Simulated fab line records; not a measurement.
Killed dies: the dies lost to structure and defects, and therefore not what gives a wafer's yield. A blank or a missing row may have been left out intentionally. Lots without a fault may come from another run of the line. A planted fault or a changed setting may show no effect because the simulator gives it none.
fab line records | flow nandHarc
record lots=14 | wafers=41 | lastDay=33
route steps=1302 shown A_CHANNEL_FILL_D1@513 A_ONON_D2@548
lots with no fault: from the same line, run without faults
startH: the number of hours between the record's first day and the start of the first shown wafer of the lot | waitH: time in hours since the lot's previous step | " unchanged from the row above | L1.1+2: a single row standing in for several wafers | - no value present, or no start provided | * or withheld: withheld | < > ~ a bound
route shown NAME@n: a module of which the file shows steps, and the number in the route of the first | usual: the fault-free wafers' mean and standard deviation | same: alike in all rows | chamber/n: place in a boat | sites: per-site readings | _std_site: standard deviation of those values | _edge_site: outer sites' mean less inner sites' | radiusMm: how far each site lies from the wafer's centre | mask NAME#n: copy n | behind: the last tool/chamber to shape the wafer | hold: why the lot was held/for how many hours/how that ended | device: whichever transistor did not switch (one of n, p or np) | end of line: tests of these same wafers at the route's end | a step without rows: its recipe alone | killed: dies lost to structure and defects at the first sort, not the wafer's yield | map: a wafer's dies, x killed, . not, _ none there
set.NAME: the setting that was run; set.NAME@STEP: the one run at that earlier step | model.NAME: the simulator's own value behind a step, which no gauge read
steps of the route over a sample of lots; a table a step, a row a wafer
services: a tool's chamber out of use, with start hour (startH, from the record's first day; less than 0 if before it), hours out, and reason
## steps
# step NHARC_A_CHANNEL_FILL_D1_CMP_10
# recipe targetThkNm=150
# usual motorCurrentA=12.3/2.1 | retainingRingPressureFrac=1.001/0.0047 | slurryFlowMlMin=150.1/0.42 | timeToEndpointS=14.7/2.2
lot.wafer | tool   | chamber | startH | waitH | motorCurrentA | retainingRingPressureFrac | slurryFlowMlMin | timeToEndpointS
L190.1    | cmp-03 | 1       | 247.91 | 0.4   | 10.0          | 1.004                     | 150.3           | 13.4
L190.5    | "      | 2       | "      | "     | 12.8          | 0.996                     | 149.5           | 16.0
L190.6    | "      | 3       | "      | "     | 17.9          | 1.004                     | 150.5           | 16.0
L191.1    | cmp-03 | 1       | 258.44 | 0.4   | 10.7          | 0.998                     | 151.0           | 9.9
L191.6    | "      | 2       | "      | "     | 12.3          | 1.000                     | 149.8           | 12.5
L191.5    | "      | 3       | "      | "     | 17.7          | 0.995                     | 150.4           | 9.8
L192.3    | cmp-02 | 1       | 266.35 | 0.4   | 12.0          | 0.993                     | 149.7           | 12.9
L192.6    | "      | 3       | "      | "     | 10.6          | 1.005                     | 150.0           | 12.8
L192.5    | "      | 0       | "      | "     | 12.8          | 1.006                     | 149.8           | 10.2
L195.2    | cmp-03 | 3       | 279.61 | 0.4   | 17.7          | 0.997                     | 149.1           | 15.3
L195.1    | "      | 0       | "      | "     | 11.4          | 1.003                     | 149.8           | 13.9
L195.5    | "      | 0       | "      | "     | 11.4          | 1.000                     | 150.9           | 14.7
L194.1    | cmp-02 | 2       | 279.63 | 0.4   | 10.6          | 1.004                     | 150.0           | 15.6
L194.4    | "      | 0       | "      | "     | 12.9          | 0.999                     | 149.8           | 13.2
L194.5    | "      | 2       | "      | "     | 11.1          | 1.006                     | 149.8           | 16.7
L196.2    | cmp-02 | 0       | 292.21 | 0.4   | 12.2          | 1.002                     | 150.1           | 14.9
L196.4    | "      | 2       | "      | "     | 11.0          | 1.005                     | 150.8           | 18.3
L196.3    | "      | 3       | "      | "     | 10.9          | 1.003                     | 149.8           | 17.1
L197.4    | cmp-01 | 3       | 317.03 | 0.4   | 11.8          | 1.000                     | 150.0           | 12.0
L197.3    | "      | 0       | "      | "     | 10.4          | 0.994                     | 150.7           | 17.1
L197.6    | "      | 3       | "      | "     | 11.9          | 1.007                     | 149.9           | 11.6
L199.1    | cmp-03 | 3       | 328.16 | 0.4   | 17.5          | 1.011                     | 150.7           | 13.7
L199.2    | "      | 1       | "      | "     | 10.9          | 1.001                     | 150.2           | 13.1
L199.5    | "      | 2       | "      | "     | 12.1          | 0.998                     | 150.1           | 16.2
L200.3    | cmp-02 | 1       | 339.68 | 0.4   | 12.6          | 1.002                     | 150.6           | 15.6
L200.2    | "      | 2       | "      | "     | 11.0          | 1.007                     | 150.6           | 16.2
L200.6    | "      | 1       | "      | "     | 12.1          | 1.010                     | 150.3           | 15.2
L206.3    | cmp-02 | 3       | 399.90 | 0.4   | 11.2          | 0.993                     | 150.1           | 15.4
L206.6    | "      | 2       | "      | "     | 11.2          | 1.006                     | 150.8           | 16.5
L206.5    | "      | 3       | "      | "     | 11.5          | 0.989                     | 150.1           | 15.9
L208.4    | cmp-02 | 1       | 421.91 | 0.4   | 12.5          | 1.002                     | 150.6           | 16.3
L208.6    | "      | 2       | "      | "     | 10.8          | 1.006                     | 149.8           | 15.2
L211.1    | cmp-01 | 0       | 448.54 | 0.4   | 11.2          | 1.006                     | 149.6           | 18.4
L211.4    | "      | 1       | "      | "     | 13.3          | 0.993                     | 149.9           | 16.6
L211.2    | "      | 2       | "      | "     | 10.3          | 1.006                     | 149.8           | 13.9
L210.4    | cmp-03 | 2       | 448.60 | 0.4   | 12.3          | 1.004                     | 150.0           | 21.5
L210.5    | "      | 0       | "      | "     | 11.1          | 1.006                     | 150.5           | 16.3
L210.6    | "      | 1       | "      | "     | 10.7          | 1.003                     | 150.0           | 17.0
L213.4    | cmp-03 | 2       | 466.97 | 0.4   | 12.1          | 1.001                     | 150.3           | 14.4
L213.6    | "      | 0       | "      | "     | 11.8          | 1.001                     | 150.0           | 12.4
L213.5    | "      | 1       | "      | "     | 10.2          | 1.000                     | 150.1           | 12.6
# step NHARC_A_ONON_D2_THK_MEAS_05
# recipe thkMeasGauge=ellipsometry
# usual thkNm=1001/8.1
lot.wafer | tool         | chamber | startH | waitH | thkNm
L190.1    | filmMetro-02 | -       | 282.09 | -     | 1011
L190.5    | "            | -       | "      | "     | 1013
L190.6    | "            | -       | "      | "     | 1013
L191.1    | filmMetro-02 | -       | 294.09 | -     | 996
L191.5    | "            | -       | "      | "     | 995
L191.6    | "            | -       | "      | "     | 995
L192.3    | filmMetro-02 | -       | 307.13 | -     | 995
L192.5    | "            | -       | "      | "     | 995
L192.6    | "            | -       | "      | "     | 993
L195.1    | filmMetro-01 | -       | 320.12 | -     | 989
L195.2    | "            | -       | "      | "     | 991
L195.5    | "            | -       | "      | "     | 990
L194.1    | filmMetro-02 | -       | 320.24 | -     | 1011
L194.4    | "            | -       | "      | "     | 1010
L194.5    | "            | -       | "      | "     | 1009
L196.2    | filmMetro-01 | -       | 334.68 | -     | 1011
L196.3    | "            | -       | "      | "     | 1009
L196.4    | "            | -       | "      | "     | 1011
L197.3    | filmMetro-01 | -       | 353.48 | -     | 990
L197.4    | "            | -       | "      | "     | 991
L197.6    | "            | -       | "      | "     | 991
L199.1    | filmMetro-01 | -       | 369.03 | -     | 995
L199.2    | "            | -       | "      | "     | 995
L199.5    | "            | -       | "      | "     | 995
L200.2    | filmMetro-01 | -       | 376.00 | -     | 989
L200.3    | "            | -       | "      | "     | 989
L200.6    | "            | -       | "      | "     | 988
L206.3    | filmMetro-02 | -       | 439.35 | -     | 1001
L206.5    | "            | -       | "      | "     | 1002
L206.6    | "            | -       | "      | "     | 1003
L208.4    | filmMetro-01 | -       | 458.03 | -     | 997
L208.6    | "            | -       | "      | "     | 998
L210.4    | filmMetro-01 | -       | 484.47 | -     | 1006
L210.5    | "            | -       | "      | "     | 1006
L210.6    | "            | -       | "      | "     | 1005
L211.1    | filmMetro-02 | -       | 484.48 | -     | 985
L211.2    | "            | -       | "      | "     | 987
L211.4    | "            | -       | "      | "     | 986
L213.4    | filmMetro-02 | -       | 505.79 | -     | 1005
L213.5    | "            | -       | "      | "     | 1007
L213.6    | "            | -       | "      | "     | 1007
# step NHARC_A_ONON_D2_DEP_09
# recipe targetThkA=10000 | n2FlowSccm=2750 | n2oFlowSccm=2000 | nh3FlowSccm=500 | sih4FlowSccm=210 | tempC=400
lot.wafer  | tool         | chamber | startH | waitH
L190.1+5+6 | pecvdOnon-01 | 0       | 282.71 | 0.1
L191.1+5+6 | pecvdOnon-02 | 0       | 294.73 | 0.1
L192.3+5+6 | pecvdOnon-02 | 0       | 307.86 | 0.2
L195.1+2+5 | pecvdOnon-02 | 0       | 320.75 | 0.1
L194.1+4+5 | pecvdOnon-03 | 0       | 320.86 | 0.1
L196.2+3+4 | pecvdOnon-03 | 0       | 335.35 | 0.1
L197.3+4+6 | pecvdOnon-02 | 0       | 354.23 | 0.2
L199.1+2+5 | pecvdOnon-01 | 0       | 369.66 | 0.1
L200.2+3+6 | pecvdOnon-01 | 0       | 376.67 | 0.1
L206.3+5+6 | pecvdOnon-03 | 0       | 440.08 | 0.2
L208.4+6   | pecvdOnon-03 | 0       | 458.83 | 0.2
L211.1+2+4 | pecvdOnon-02 | 0       | 485.12 | 0.1
L210.4+5+6 | pecvdOnon-01 | 0       | 485.27 | 0.2
L213.4+5+6 | pecvdOnon-02 | 0       | 506.58 | 0.2
# step NHARC_A_ONON_D2_THK_MEAS_11
# recipe thkMeasGauge=ellipsometry
# usual thkNm=999/11
lot.wafer | tool         | chamber | startH | waitH | thkNm
L190.1    | filmMetro-01 | -       | 283.22 | -     | 988
L190.5    | "            | -       | "      | "     | 991
L190.6    | "            | -       | "      | "     | 990
L191.1    | filmMetro-02 | -       | 295.24 | -     | 994
L191.5    | "            | -       | "      | "     | 995
L191.6    | "            | -       | "      | "     | 995
L192.3    | filmMetro-01 | -       | 308.26 | -     | 1009
L192.5    | "            | -       | "      | "     | 1011
L192.6    | "            | -       | "      | "     | 1007
L195.1    | filmMetro-02 | -       | 321.26 | -     | 975
L195.2    | "            | -       | "      | "     | 976
L195.5    | "            | -       | "      | "     | 977
L194.1    | filmMetro-01 | -       | 321.37 | -     | 1003
L194.4    | "            | -       | "      | "     | 1001
L194.5    | "            | -       | "      | "     | 1002
L196.2    | filmMetro-01 | -       | 335.80 | -     | 997
L196.3    | "            | -       | "      | "     | 993
L196.4    | "            | -       | "      | "     | 994
L197.3    | filmMetro-01 | -       | 354.63 | -     | 1018
L197.4    | "            | -       | "      | "     | 1018
L197.6    | "            | -       | "      | "     | 1017
L199.1    | filmMetro-02 | -       | 370.17 | -     | 996
L199.2    | "            | -       | "      | "     | 995
L199.5    | "            | -       | "      | "     | 995
L200.2    | filmMetro-01 | -       | 377.13 | -     | 1010
L200.3    | "            | -       | "      | "     | 1007
L200.6    | "            | -       | "      | "     | 1009
L206.3    | filmMetro-02 | -       | 440.48 | -     | 1021
L206.5    | "            | -       | "      | "     | 1022
L206.6    | "            | -       | "      | "     | 1524
L208.4    | filmMetro-02 | -       | 459.17 | -     | 1486
L208.6    | "            | -       | "      | "     | 1485
L210.4    | filmMetro-02 | -       | 485.60 | -     | 1003
L210.5    | "            | -       | "      | "     | 1003
L210.6    | "            | -       | "      | "     | 1001
L211.1    | filmMetro-01 | -       | 485.63 | -     | 1001
L211.2    | "            | -       | "      | "     | 999
L211.4    | "            | -       | "      | "     | 1000
L213.4    | filmMetro-02 | -       | 506.92 | -     | 989
L213.5    | "            | -       | "      | "     | 991
L213.6    | "            | -       | "      | "     | 992
# step NHARC_A_ONON_D2_THK_MEAS_18
# recipe thkMeasGauge=ellipsometry
# usual thkNm=1001/9
lot.wafer | tool         | chamber | startH | waitH | thkNm
L190.1    | filmMetro-02 | -       | 292.84 | -     | 991
L190.5    | "            | -       | "      | "     | 989
L190.6    | "            | -       | "      | "     | 990
L191.1    | filmMetro-02 | -       | 307.27 | -     | 992
L191.5    | "            | -       | "      | "     | 995
L191.6    | "            | -       | "      | "     | 991
L192.3    | filmMetro-01 | -       | 316.17 | -     | 998
L192.5    | "            | -       | "      | "     | 998
L192.6    | "            | -       | "      | "     | 998
L195.1    | filmMetro-02 | -       | 332.15 | -     | 1015
L195.2    | "            | -       | "      | "     | 1013
L195.5    | "            | -       | "      | "     | 1014
L194.1    | filmMetro-01 | -       | 332.16 | -     | 1007
L194.4    | "            | -       | "      | "     | 1005
L194.5    | "            | -       | "      | "     | 1007
L196.2    | filmMetro-01 | -       | 344.08 | -     | 1010
L196.3    | "            | -       | "      | "     | 1011
L196.4    | "            | -       | "      | "     | 1009
L197.3    | filmMetro-02 | -       | 362.54 | -     | 998
L197.4    | "            | -       | "      | "     | 999
L197.6    | "            | -       | "      | "     | 997
L199.1    | filmMetro-01 | -       | 378.14 | -     | 996
L199.2    | "            | -       | "      | "     | 994
L199.5    | "            | -       | "      | "     | 992
L200.2    | filmMetro-01 | -       | 385.08 | -     | 1000
L200.3    | "            | -       | "      | "     | 1002
L200.6    | "            | -       | "      | "     | 1001
L206.3    | filmMetro-02 | -       | 448.39 | -     | 992
L206.5    | "            | -       | "      | "     | 993
L206.6    | "            | -       | "      | "     | 995
L208.4    | filmMetro-01 | -       | 467.12 | -     | 1019
L208.6    | "            | -       | "      | "     | 1020
L210.4    | filmMetro-02 | -       | 494.24 | -     | 1001
L210.5    | "            | -       | "      | "     | 1003
L210.6    | "            | -       | "      | "     | 1002
L211.1    | filmMetro-01 | -       | 494.24 | -     | 1009
L211.2    | "            | -       | "      | "     | 1009
L211.4    | "            | -       | "      | "     | 1008
L213.4    | filmMetro-01 | -       | 518.03 | -     | 1003
L213.5    | "            | -       | "      | "     | 1001
L213.6    | "            | -       | "      | "     | 1002
## services
tool         | chamber | startH | hours | kind
pecvdOnon-03 | -       | 227.00 | 13.0  | pm
cmp-02       | -       | 244.43 | 4.0   | pm
cmp-03       | -       | 252.24 | 0.4   | repair
cmp-03       | -       | 260.07 | 4.0   | pm
pecvdOnon-01 | -       | 269.20 | 13.0  | pm
cmp-01       | -       | 283.50 | 4.0   | pm
cmp-02       | -       | 313.25 | 0.6   | repair
cmp-02       | -       | 342.43 | 4.0   | pm
cmp-03       | -       | 358.20 | 4.0   | pm
pecvdOnon-02 | -       | 366.00 | 13.0  | pm
cmp-01       | -       | 381.50 | 4.0   | pm
cmp-02       | -       | 397.69 | 1.8   | repair
pecvdOnon-03 | -       | 408.00 | 13.0  | pm
cmp-01       | -       | 416.35 | 0.4   | repair
cmp-03       | -       | 417.03 | 0.4   | repair
cmp-01       | -       | 418.09 | 0.7   | repair
cmp-03       | -       | 434.84 | 0.5   | repair
cmp-02       | -       | 440.43 | 4.0   | pm
cmp-01       | -       | 443.58 | 4.4   | repair
cmp-01       | -       | 449.88 | 0.6   | repair
pecvdOnon-01 | -       | 450.40 | 13.0  | pm
pecvdOnon-03 | -       | 454.26 | 0.2   | repair
cmp-03       | -       | 456.20 | 4.0   | pm
cmp-03       | -       | 469.71 | 2.4   | repair
## key
firstSign step=NHARC_A_ONON_D2_THK_MEAS_11 | reading=thkNm | direction=up | sigmas=45 | usual=999 | struck=1498
effect none on later readings
metAt NHARC_A_ONON_D2_DEP_09
struckLots L206,L208
struckWafers L206.6,L208.4,L208.6
sortLeftOut L206.6,L208.4,L208.6
testerLeftOut L206,L208
notActingAt NHARC_A_CHANNEL_FILL_D1_CMP_10,NHARC_A_ONON_D2_THK_MEAS_05,NHARC_A_ONON_D2_THK_MEAS_18
onsetBetween 335.35 440.08
fault kind=processParameterDrift | tool=pecvdOnon-03 | chamber=- | onsetH=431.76 | steps=NHARC_A_ONON_D2_DEP_09 | channel=targetThkA | offset=* | shape=step | endH=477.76 | scope=struckWafersOnly | actsIn=* | stated=*
# testerLeftOut: of these lots the tester's yield and bins aren't shown, on N5 and GAA mostly nor the transistor test; their killed dies are dies lost to structure and defects alone, not to doping, threshold or leakage, so they don't give the yield
# sortLeftOut: the simulated sort isn't trusted on such a fault, so these wafers' sort isn't shown, and their yield isn't known
